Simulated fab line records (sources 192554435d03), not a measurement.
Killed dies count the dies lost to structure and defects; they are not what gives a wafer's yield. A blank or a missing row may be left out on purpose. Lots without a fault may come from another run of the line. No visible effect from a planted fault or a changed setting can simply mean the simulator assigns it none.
Which tool did it? ; flow n5Finfet ; 21 lots, 63 wafers sampled, at 3 steps of a route of 1938

## WHAT EACH GAUGE READ, for each wafer
N5_FIN_CUT_CD_MEAS_08 targets a cd of 29.1 nm.
lot;measured;on;cdNm (nm)
L074;day 2 03:10;cdSem-02;29.06 29.01 28.67
L075;day 2 08:39;cdSem-01;29.07 29.13 29.39
L076;day 2 18:54;cdSem-03;28.83 28.92 28.86
L077;day 2 21:11;cdSem-01;29.53 28.89 28.89
L078;day 3 03:52;cdSem-02;29.28 29.23 29.07
L079;day 3 11:17;cdSem-03;29.14 29.38 29.23
L080;day 3 15:17;cdSem-03;29.30 28.55 29.03
L081;day 3 21:07;cdSem-02;28.87 29.47 29.17
L083;day 4 09:04;cdSem-03;29.09 29.09 28.86
L084;day 4 16:16;cdSem-03;29.26 29.38 28.83
L085;day 4 23:06;cdSem-02;29.04 29.25 29.06
L086;day 5 05:08;cdSem-02;29.44 28.83 29.29
L087;day 5 10:49;cdSem-03;29.33 28.83 28.85
L088;day 5 15:55;cdSem-02;28.81 29.03 28.71
L089;day 5 21:52;cdSem-03;29.00 28.65 29.25
L090;day 6 04:38;cdSem-02;29.36 29.27 29.05
L091;day 6 09:35;cdSem-02;29.16 28.97 28.85
L092;day 6 19:02;cdSem-03;29.26 29.39 28.96
L093;day 6 22:36;cdSem-02;29.27 29.23 28.91
L094;day 7 03:27;cdSem-01;29.23 29.46 29.39
L097;day 7 20:52;cdSem-02;28.95 29.02 28.95

## TOOL THAT RAN EACH LOT (tool first, then ch and the chambers of the sampled wafers, then the start)
lot;N5_FIN_SAQP_ETCH_51;N5_FIN_SAQP_ETCH_34
L074;rieDiel-04 ch 0,1,3, day 1 22:28;rieDiel-04 ch 0,1,3, day 2 02:23
L075;rieDiel-06 ch 0,2,3, day 2 04:14;rieDiel-06 ch 0,2,3, day 2 07:53
L076;rieDiel-01 ch 0,1,2, day 2 10:58;rieDiel-01 ch 0,1, day 2 18:08
L077;rieDiel-06 ch 0,3, day 2 15:55;rieDiel-04 ch 0,2,3, day 2 20:25
L078;rieDiel-06 ch 0,1,2, day 2 22:04;rieDiel-01 ch 0,1,2, day 3 03:05
L079;rieDiel-04 ch 0,2,3, day 3 06:31;rieDiel-01 ch 0,1,2, day 3 10:31
L080;rieDiel-01 ch 0,1, day 3 10:48;rieDiel-04 ch 0,2,3, day 3 14:31
L081;rieDiel-04 ch 0,2,3, day 3 16:31;rieDiel-04 ch 0,3, day 3 20:20
L083;rieDiel-06 ch 1,3, day 4 04:17;rieDiel-01 ch 0,1, day 4 08:18
L084;rieDiel-04 ch 0,1,3, day 4 11:23;rieDiel-06 ch 0,3, day 4 15:29
L085;rieDiel-04 ch 0,1,2, day 4 17:26;rieDiel-06 ch 0,2, day 4 22:20
L086;rieDiel-01 ch 0,1,2, day 4 23:16;rieDiel-01 ch 2,3, day 5 04:21
L087;rieDiel-01 ch 1,2, day 5 05:58;rieDiel-04 ch 0,3, day 5 10:02
L088;rieDiel-06 ch 0,2,3, day 5 10:48;rieDiel-01 ch 2,3, day 5 15:09
L089;rieDiel-04 ch 1,3, day 5 16:44;rieDiel-04 ch 0,1,3, day 5 20:56
L090;rieDiel-04 ch 2,3, day 5 23:25;rieDiel-01 ch 1,3, day 6 03:44
L091;rieDiel-04 ch 1,2,3, day 6 04:34;rieDiel-01 ch 1,2,3, day 6 08:41
L092;rieDiel-04 ch 1,2,3, day 6 13:52;rieDiel-04 ch 0,1,3, day 6 18:09
L093;rieDiel-06 ch 0,1,3, day 6 17:08;rieDiel-04 ch 1,3, day 6 21:43
L094;rieDiel-04 ch 0,1,3, day 6 22:52;rieDiel-06 ch 0,1,2, day 7 02:41
L097;rieDiel-06 ch 0,1,3, day 7 16:05;rieDiel-04 ch 0,2,3, day 7 20:05
- N5_FIN_SAQP_ETCH_51: etches SiARC in CF4, target depth 45.5 nm, time 75.8 s.
- N5_FIN_SAQP_ETCH_34: etches SiO2 in C4F6/O2, target depth 45 nm, time 15 s.

## WHAT THE TOOLS THEMSELVES READ (means of the sampled wafers that have a number; where no wafer has one, the mark that the record gives instead)
N5_FIN_SAQP_ETCH_51.
lot;tool;chamberPressureMTorr (mTorr);drypumpMotorCurrentA (A);etchRfOnTimeS (s);oesProductAu (a.u.);rfVppV (V);showerheadPlenumPTorr (Torr);throttleValvePct (%)
L074;rieDiel-04;39.95;5.6;75.7;0.64;183.8;2.12;15.59
L075;rieDiel-06;39.97;5.9;75.5;0.65;184.6;2.20;15.69
L076;rieDiel-01;39.97;5.2;76.4;0.62;184.6;2.16;15.73
L077;rieDiel-06;39.98;5.9;75.5;0.68;185.3;2.24;15.64
L078;rieDiel-06;39.97;5.4;75.7;0.64;184.1;2.16;15.71
L079;rieDiel-04;39.98;5.9;75.6;0.63;182.9;2.08;15.73
L080;rieDiel-01;40.00;5.2;77.5;0.60;184.4;2.18;15.96
L081;rieDiel-04;40.00;5.9;75.3;0.63;183.0;2.08;15.74
L083;rieDiel-06;39.97;6.3;76.1;0.64;184.3;2.19;15.64
L084;rieDiel-04;40.04;5.6;75.1;0.63;184.1;2.11;15.62
L085;rieDiel-04;40.02;5.9;76.6;0.61;183.5;2.10;15.82
L086;rieDiel-01;40.00;5.2;77.2;0.61;184.6;2.15;15.78
L087;rieDiel-01;39.99;5.1;77.0;0.60;184.3;2.12;15.64
L088;rieDiel-06;39.98;5.9;75.9;0.64;184.6;2.19;15.73
L089;rieDiel-04;40.02;5.6;75.5;0.64;183.2;2.08;15.45
L090;rieDiel-04;40.02;5.9;75.4;0.63;183.1;2.04;15.58
L091;rieDiel-04;40.01;5.9;76.4;0.61;183.4;2.07;15.64
L092;rieDiel-04;40.00;5.9;76.0;0.62;182.4;2.07;15.65
L093;rieDiel-06;39.97;5.9;75.4;0.64;184.4;2.19;15.70
L094;rieDiel-04;39.99;5.6;75.0;0.62;183.2;2.10;15.67
L097;rieDiel-06;40.00;5.9;76.4;0.63;184.1;2.19;15.71

N5_FIN_SAQP_ETCH_34.
lot;tool;chamberPressureMTorr (mTorr);drypumpMotorCurrentA (A);etchRfOnTimeS (s);oes_f_703_au (a.u.);oes_o_777_au (a.u.);oesProductAu (a.u.);rfVppV (V);showerheadPlenumPTorr (Torr);throttleValvePct (%)
L074;rieDiel-04;29.995;5.6;15.12;0.76;0.76;0.64;663;2.81;21.04
L075;rieDiel-06;30.001;5.9;14.97;0.77;0.78;0.66;663;2.93;21.14
L076;rieDiel-01;30.022;5.0;15.28;0.70;0.70;0.60;657;2.85;21.22
L077;rieDiel-04;30.015;5.9;14.94;0.75;0.75;0.64;661;2.77;21.19
L078;rieDiel-01;30.025;5.2;15.19;0.72;0.73;0.61;662;2.87;21.18
L079;rieDiel-01;29.975;5.3;15.10;0.72;0.72;0.61;663;2.87;21.18
L080;rieDiel-04;30.003;5.9;15.02;0.75;0.74;0.63;661;2.76;21.20
L081;rieDiel-04;30.020;5.6;14.86;0.77;0.77;0.65;664;2.77;21.00
L083;rieDiel-01;29.975;5.0;15.35;0.69;0.69;0.58;657;2.84;21.24
L084;rieDiel-06;30.009;6.4;15.01;0.78;0.79;0.66;664;2.96;21.09
L085;rieDiel-06;30.001;5.4;15.03;0.74;0.73;0.62;660;2.87;21.26
L086;rieDiel-01;30.004;5.7;14.98;0.91;0.92;0.78;661;2.89;20.88
L087;rieDiel-04;29.978;5.6;14.88;0.76;0.76;0.64;664;2.76;21.02
L088;rieDiel-01;30.014;5.7;14.94;0.90;0.90;0.77;660;2.89;20.89
L089;rieDiel-04;30.014;5.6;15.01;0.74;0.73;0.62;661;2.79;21.08
L090;rieDiel-01;29.981;5.1;14.98;0.97;0.97;0.84;656;2.83;20.77
L091;rieDiel-01;29.996;5.4;14.84;0.88;0.89;0.76;659;2.85;20.85
L092;rieDiel-04;30.005;5.6;15.01;0.73;0.73;0.61;662;2.79;21.09
L093;rieDiel-04;30.010;5.6;15.16;0.73;0.73;0.62;662;2.78;20.90
L094;rieDiel-06;29.991;5.4;15.15;0.73;0.73;0.62;660;2.86;21.19
L097;rieDiel-04;30.005;5.9;14.86;0.81;0.81;0.69;664;2.86;21.13

## THE ANSWER, worked out from the rows above alone
Rule: usual is defined by the lots themselves. The widest of any qualifying gaps counts: lots, ordered by their means at a reading, are off when they make up no more than a third of the lots, leave a main group of 4 or more, and stand apart from it by 3 or more times the standard deviation of that group's means. If all means in a main group match to the digits the tables above print for the reading, that group is not used. A lot without any number at a reading at which 4 lots or more have one is off too. Any other lot the step has rows for is counted as sound. Order of review: gauges by route order, followed by the tools' own readings, for which a lot's mean as printed above is used. At the first step where some lot is off, the reading lying furthest off is the one used; lots without a number count as furthest.
No lot is off at any reading shown: from this, nothing can be told.

## WHAT THE SIMULATOR PUT IN
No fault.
